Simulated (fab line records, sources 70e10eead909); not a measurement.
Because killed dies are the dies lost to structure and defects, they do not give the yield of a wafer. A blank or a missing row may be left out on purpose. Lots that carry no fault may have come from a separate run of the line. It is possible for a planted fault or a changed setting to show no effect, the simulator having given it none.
A struck lot beside a sound one    flow nand_harc    41 steps out of a route of 1159
Sound: these wafers, L491.1, L491.4, L491.6. Struck: wafers L504.2, L504.6. At the end, the cause is stated.
Each step with rows lists, per side, the tool, then ch with its chambers, then its first start. Under that, the readings that differ: sound wafers    struck wafers    difference of the means    sigmas: that difference in standard deviations of wafers without a fault.
alike: words and numbers the same on both sides, and readings whose means are apart by under 2 such deviations; not compared: readings that were withheld, readings missing a value for some wafer, numbers with overlapping values and no deviation given by the record, and bounds like >300 which may hide the same value.
The two part at a step that has a row with sigmas, a row that says differs or no value, or rows on one side only. Numbers that don't overlap but have no deviation are shown without sigmas and don't part them. Lack of a reading on every wafer of one side parts them only where that side has two or more wafers.

first, 3 steps without rows for these wafers: NHARC_A_CONTACT_ETCH_50 (etches the open film in CF4/CHF3, target depth 84.7 nm, time 42.4 s); NHARC_A_CONTACT_ETCH_51 (etches the open film in O2/COS, target depth 3600 nm, time 936 s); NHARC_A_CONTACT_ETCH_111 (etches the open film in C4F8/O2/Ar, time 140 s, target depth 700 nm).
NHARC_A_CONTACT_ETCH_112: etches the open film in C4F8/O2/Ar, time 94 s, target depth 922 nm.
  sound on har_cap_etch-03 ch 0, day 16 12:07; struck on har_cap_etch-02 ch 1, day 20 19:18
  not compared: rf_hours_counter_h
then, 2 steps without rows for these wafers: NHARC_A_CONTACT_ETCH_113 (etches the open film in C4F8/O2/Ar, time 94 s, target depth 922 nm); NHARC_A_CONTACT_ETCH_114 (etches the open film in C4F8/O2/Ar, time 94 s, target depth 922 nm).
NHARC_A_CONTACT_ETCH_115: etches the open film in C4F8/O2/Ar, time 94 s, target depth 922 nm.
  sound on har_cap_etch-03 ch 0, day 16 12:24; struck on har_cap_etch-02 ch 1, day 20 19:34
  not compared: rf_hours_counter_h
then, 4 steps without rows for these wafers: NHARC_A_CONTACT_ETCH_116 (etches the open film in C4F8/O2/Ar, time 94 s, target depth 922 nm); NHARC_A_CONTACT_ETCH_117 (etches the open film in C4F8/O2/Ar, time 94 s, target depth 922 nm); NHARC_A_CONTACT_ETCH_118 (etches the open film in C4F8/O2/Ar, time 94 s, target depth 922 nm); NHARC_A_CONTACT_ETCH_119 (etches the open film in C4F8/O2/Ar, time 94 s, target depth 922 nm).
NHARC_A_CONTACT_ETCH_120: etches the open film in C4F8/O2/Ar, time 94 s, target depth 922 nm.
  sound on har_cap_etch-03 ch 0, day 16 12:51; struck on har_cap_etch-02 ch 1, day 20 20:01
  not compared: rf_hours_counter_h
NHARC_A_CONTACT_ETCH_121: etches the open film in C4F8/O2/Ar, time 94 s, target depth 922 nm.
  sound on har_cap_etch-03 ch 0, day 16 12:56; struck on har_cap_etch-02 ch 1, day 20 20:07
  not compared: rf_hours_counter_h
NHARC_A_CONTACT_ETCH_122: etches the open film in C4F8/O2/Ar, time 95 s, target depth 930 nm.
  sound on har_cap_etch-03 ch 0, day 16 13:02; struck on har_cap_etch-02 ch 1, day 20 20:12
  not compared: rf_hours_counter_h
then, 3 steps without rows for these wafers: NHARC_A_CONTACT_ETCH_123 (etches the open film in C4F8/O2/Ar, time 253 s, target depth 1090 nm); NHARC_A_CONTACT_ETCH_90 (etches the open film in CH3F/O2, target depth 40 nm, time 85.7 s); NHARC_A_CONTACT_ETCH_96 (etches the open film in C4F6/O2, target depth 20 nm, time 10 s).
NHARC_A_CONTACT_CD_MEAS_53:
  sound on cd_sem-02, day 16 13:57; struck on cd_sem-01, day 20 21:06
  alike: cd_nm
then, 18 steps without rows for these wafers: NHARC_A_CONTACT_STRIP_99 (strips in N2/H2); NHARC_A_CONTACT_STRIP_100 (strips in CF4/CHF3); NHARC_A_CONTACT_STRIP_101 (strips in O2/COS); NHARC_A_CONTACT_ETCH_102 (etches the open film in CF4/O2, target depth 70 nm, overetch 7 nm, time 38.5 s); NHARC_A_CONTACT_STRIP_55 (strips in O2); NHARC_A_CONTACT_STRIP_56 (strips in post etch residue remover, time 600 s); NHARC_A_CONTACT_DEP_57 (deposits aC, target thk 2800 nm); NHARC_A_CONTACT_DEP_58 (deposits SiON, target thk 60 nm); NHARC_A_CONTACT_DEHYDRATE_59 (time 120 s); NHARC_A_CONTACT_HMDS_60 (time 30 s); NHARC_A_CONTACT_COAT_61 (time 75 s); NHARC_A_CONTACT_COAT_62 (time 65 s); NHARC_A_CONTACT_COAT_63 (resist thk 90 nm); NHARC_A_CONTACT_SOFTBAKE_64 (time 55 s); NHARC_A_CONTACT_EBR_65; NHARC_A_CONTACT_EXPOSE_66 (exposes mask A CC 2); NHARC_A_CONTACT_PEB_67 (peb time 65 s); NHARC_A_CONTACT_DEVELOP_68 (develop time 35 s).
NHARC_A_CONTACT_CD_MEAS_69 targets a cd of 200 nm.
  sound on cd_sem-01 ch 0, day 16 17:23; struck on cd_sem-01 ch 0, day 21 00:42
  alike: cd_nm
NHARC_A_CONTACT_OVL_MEAS_70:
  sound on overlay-01, day 16 17:28; struck on overlay-01, day 21 00:47
  alike: overlay_x_nm, overlay_y_nm
NHARC_A_CONTACT_DESCUM_74: chemistry O2, time 3 s.
  sound on rie_diel-02 ch 0,1, day 16 17:34; struck on rie_diel-03 ch 1,2, day 21 02:33
reading  sound  struck                                             difference                    sigmas
hold     - - -  await_dispo/1.3h/release await_dispo/1.3h/release  no value on the sound wafers  
  alike: drypump_motor_current_A, oes_product_au, rf_vpp_V, showerhead_plenum_p_Torr, throttle_valve_pct
  not compared: rf_hours_counter_h
NHARC_A_CONTACT_ETCH_75: etches the open film in CF4, target depth 39 nm, time 65 s.
  sound on rie_diel-02 ch 0,1,3, day 16 17:39; struck on rie_diel-03 ch 0,3, day 21 02:38
reading     sound           struck       difference  sigmas
bias_w (W)  99.8 99.6 99.6  100.4 100.5  +0.8        +3
  alike: drypump_motor_current_A, oes_product_au, rf_vpp_V, showerhead_plenum_p_Torr, throttle_valve_pct
  not compared: rf_hours_counter_h
-- break in the record here, with 4 days between the starts of the struck wafers on either side (left off in module A_CONTACT, picked up again in module END, where the first step shown is number 1159 on the route) --
NHARC_END_SORT_01:
  the record has rows for the struck wafers here (prober-01 ch 0, day 25 10:24) and none for the sound ones

WHERE THEY PART
Last at NHARC_END_SORT_01 as far as this record goes, first at NHARC_A_CONTACT_DESCUM_74.

WHY: whatever the simulator had introduced
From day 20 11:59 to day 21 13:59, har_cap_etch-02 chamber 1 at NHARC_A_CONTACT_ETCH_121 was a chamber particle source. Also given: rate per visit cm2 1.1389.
